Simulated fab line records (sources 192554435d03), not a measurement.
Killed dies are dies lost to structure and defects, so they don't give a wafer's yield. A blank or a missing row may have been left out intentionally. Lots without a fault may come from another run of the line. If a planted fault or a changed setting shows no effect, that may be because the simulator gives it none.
Split-lot experiment :: flow n5Finfet :: 7 lots, 39 wafers read, on a route of 1938 steps

== ON THE SPLIT ==
At N5_GATE_CUT_ETCH_58 (etches SiNx in CH3F/O2, target depth 17 nm, time 128.6 s), the setting sourceW was moved away from the recipe's 415 W on 12 of the 39 wafers read, by -17.1% to +6.2%. The other wafers ran this setting at the recipe's value.

The split's own step is where the reading is taken.

== THE READING ==
rfVppV, in V, at N5_GATE_CUT_ETCH_58 (etches SiNx in CH3F/O2, target depth 17 nm, time 128.6 s). Fault-free wafers of this fab line usually give 99.5 V, standard deviation 0.88 V.

wafer: L078.1
tool, chamber at the split: rieDiel-03, 0
sourceW as run, W: 415
against the recipe: recipe
rfVppV, V: 99.4
against lot-mates on the recipe: -

wafer: L078.2
tool, chamber at the split: rieDiel-03, 2
sourceW as run, W: 415
against the recipe: recipe
rfVppV, V: 100.9
against lot-mates on the recipe: -

wafer: L078.3
tool, chamber at the split: rieDiel-03, 1
sourceW as run, W: 415
against the recipe: recipe
rfVppV, V: 98.8
against lot-mates on the recipe: -

wafer: L078.4
tool, chamber at the split: rieDiel-03, 3
sourceW as run, W: 415
against the recipe: recipe
rfVppV, V: 101.1
against lot-mates on the recipe: -

wafer: L078.5
tool, chamber at the split: rieDiel-03, 0
sourceW as run, W: 415
against the recipe: recipe
rfVppV, V: 98.7
against lot-mates on the recipe: -

wafer: L078.6
tool, chamber at the split: rieDiel-03, 1
sourceW as run, W: 415
against the recipe: recipe
rfVppV, V: 99.1
against lot-mates on the recipe: -

wafer: L080.1
tool, chamber at the split: rieDiel-02, 1
sourceW as run, W: 353.7
against the recipe: -14.8%
rfVppV, V: 105.3
against lot-mates on the recipe: +5.0

wafer: L080.2
tool, chamber at the split: rieDiel-02, 2
sourceW as run, W: 415
against the recipe: recipe
rfVppV, V: 99.5
against lot-mates on the recipe: -

wafer: L080.3
tool, chamber at the split: rieDiel-02, 0
sourceW as run, W: 415
against the recipe: recipe
rfVppV, V: 99.3
against lot-mates on the recipe: -

wafer: L080.4
tool, chamber at the split: rieDiel-02, 3
sourceW as run, W: 353.7
against the recipe: -14.8%
rfVppV, V: 105.6
against lot-mates on the recipe: +5.3

wafer: L080.5
tool, chamber at the split: rieDiel-02, 2
sourceW as run, W: 353.7
against the recipe: -14.8%
rfVppV, V: 104.3
against lot-mates on the recipe: +4.0

wafer: L080.6
tool, chamber at the split: rieDiel-02, 3
sourceW as run, W: 415
against the recipe: recipe
rfVppV, V: 102.0
against lot-mates on the recipe: -

wafer: L081.1
tool, chamber at the split: rieDiel-03, 2
sourceW as run, W: 415
against the recipe: recipe
rfVppV, V: 99.7
against lot-mates on the recipe: -

wafer: L081.2
tool, chamber at the split: rieDiel-03, 0
sourceW as run, W: 415
against the recipe: recipe
rfVppV, V: 100.1
against lot-mates on the recipe: -

wafer: L081.3
tool, chamber at the split: rieDiel-03, 1
sourceW as run, W: 344
against the recipe: -17.1%
rfVppV, V: 104.2
against lot-mates on the recipe: +4.1

wafer: L081.4
tool, chamber at the split: rieDiel-03, 3
sourceW as run, W: 415
against the recipe: recipe
rfVppV, V: 100.5
against lot-mates on the recipe: -

wafer: L081.5
tool, chamber at the split: rieDiel-03, 1
sourceW as run, W: 344
against the recipe: -17.1%
rfVppV, V: 104.8
against lot-mates on the recipe: +4.7

wafer: L081.6
tool, chamber at the split: rieDiel-03, 2
sourceW as run, W: 344
against the recipe: -17.1%
rfVppV, V: 105.8
against lot-mates on the recipe: +5.7

wafer: L086.1
tool, chamber at the split: rieDiel-03, 2
sourceW as run, W: 415
against the recipe: recipe
rfVppV, V: 98.7
against lot-mates on the recipe: -

wafer: L086.3
tool, chamber at the split: rieDiel-03, 1
sourceW as run, W: 415
against the recipe: recipe
rfVppV, V: 98.9
against lot-mates on the recipe: -

wafer: L086.6
tool, chamber at the split: rieDiel-03, 3
sourceW as run, W: 415
against the recipe: recipe
rfVppV, V: 98.9
against lot-mates on the recipe: -

wafer: L089.1
tool, chamber at the split: rieDiel-03, 1
sourceW as run, W: 385
against the recipe: -7.2%
rfVppV, V: 100.1
against lot-mates on the recipe: +1.0

wafer: L089.2
tool, chamber at the split: rieDiel-03, 3
sourceW as run, W: 385
against the recipe: -7.2%
rfVppV, V: 102.6
against lot-mates on the recipe: +3.5

wafer: L089.3
tool, chamber at the split: rieDiel-03, 2
sourceW as run, W: 415
against the recipe: recipe
rfVppV, V: 100.2
against lot-mates on the recipe: -

wafer: L089.4
tool, chamber at the split: rieDiel-03, 0
sourceW as run, W: 415
against the recipe: recipe
rfVppV, V: 97.6
against lot-mates on the recipe: -

wafer: L089.5
tool, chamber at the split: rieDiel-03, 2
sourceW as run, W: 415
against the recipe: recipe
rfVppV, V: 99.4
against lot-mates on the recipe: -

wafer: L089.6
tool, chamber at the split: rieDiel-03, 3
sourceW as run, W: 385
against the recipe: -7.2%
rfVppV, V: 102.8
against lot-mates on the recipe: +3.7

wafer: L091.1
tool, chamber at the split: rieDiel-03, 2
sourceW as run, W: 415
against the recipe: recipe
rfVppV, V: 98.7
against lot-mates on the recipe: -

wafer: L091.2
tool, chamber at the split: rieDiel-03, 1
sourceW as run, W: 415
against the recipe: recipe
rfVppV, V: 100.2
against lot-mates on the recipe: -

wafer: L091.3
tool, chamber at the split: rieDiel-03, 0
sourceW as run, W: 415
against the recipe: recipe
rfVppV, V: 100.0
against lot-mates on the recipe: -

wafer: L091.4
tool, chamber at the split: rieDiel-03, 3
sourceW as run, W: 415
against the recipe: recipe
rfVppV, V: 100.2
against lot-mates on the recipe: -

wafer: L091.5
tool, chamber at the split: rieDiel-03, 2
sourceW as run, W: 415
against the recipe: recipe
rfVppV, V: 101.3
against lot-mates on the recipe: -

wafer: L091.6
tool, chamber at the split: rieDiel-03, 3
sourceW as run, W: 415
against the recipe: recipe
rfVppV, V: 99.8
against lot-mates on the recipe: -

wafer: L095.1
tool, chamber at the split: rieDiel-04, 1
sourceW as run, W: 415
against the recipe: recipe
rfVppV, V: 101.0
against lot-mates on the recipe: -

wafer: L095.2
tool, chamber at the split: rieDiel-04, 2
sourceW as run, W: 440.7
against the recipe: +6.2%
rfVppV, V: 97.5
against lot-mates on the recipe: -2.7

wafer: L095.3
tool, chamber at the split: rieDiel-04, 3
sourceW as run, W: 440.7
against the recipe: +6.2%
rfVppV, V: 97.7
against lot-mates on the recipe: -2.5

wafer: L095.4
tool, chamber at the split: rieDiel-04, 0
sourceW as run, W: 415
against the recipe: recipe
rfVppV, V: 100.6
against lot-mates on the recipe: -

wafer: L095.5
tool, chamber at the split: rieDiel-04, 3
sourceW as run, W: 415
against the recipe: recipe
rfVppV, V: 98.9
against lot-mates on the recipe: -

wafer: L095.6
tool, chamber at the split: rieDiel-04, 0
sourceW as run, W: 440.7
against the recipe: +6.2%
rfVppV, V: 96.8
against lot-mates on the recipe: -3.4

THE FIT
A straight line over all 39 wafers: rfVppV changes by -0.331 V for each +1% of sourceW; r = -0.91; the points scatter about the line by 0.98 V.
The same after taking each lot's own level away (the mean of its wafers on the recipe; 39 wafers): -0.322 V for each +1%; r = -0.92; scatter 0.92 V.
On that fit, the largest move of sourceW shifts the reading by 5.5 V.
Measured against the standard deviation above, the lots' own levels, which go from 98.83 to 100.27 V, span 1.6 times it.
Hence the lot-to-lot level has little effect on the slope; both slopes agree.
Check: with one of the wafers moved furthest among these (-17.1%) left out of the fit, the line predicts +5.69 V for it against its lot-mates. It came out at +4.1 V against them.
Tool readings at the split's step, against how far the setting was moved: rfVppV r = -0.91.

== OTHER SPLITS APPLIED TO THESE WAFERS ==
These wafers also went through other splits before the reading. Each is held against what the fit with the lots' levels taken away leaves over:
other split on the same wafers: N5_WELL_APT_IMPLANT_15 energyKev
wafers away from the commonest value: 15
r with rfVppV (lot level and that fit taken away): +0.35

other split on the same wafers: N5_DUMMY_GATE_ETCH_42 biasW
wafers away from the commonest value: 15
r with rfVppV (lot level and that fit taken away): +0.15

other split on the same wafers: N5_SD_EPI_N_EXPOSE_06 doseMj
wafers away from the commonest value: 12
r with rfVppV (lot level and that fit taken away): -0.01

other split on the same wafers: N5_SD_ACTIVATION_LSA_01 tempC
wafers away from the commonest value: 12
r with rfVppV (lot level and that fit taken away): +0.18

== FILE'S OWN FIT ==
rfVppV changes by -0.317 V for each +1% of sourceW, r = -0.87.
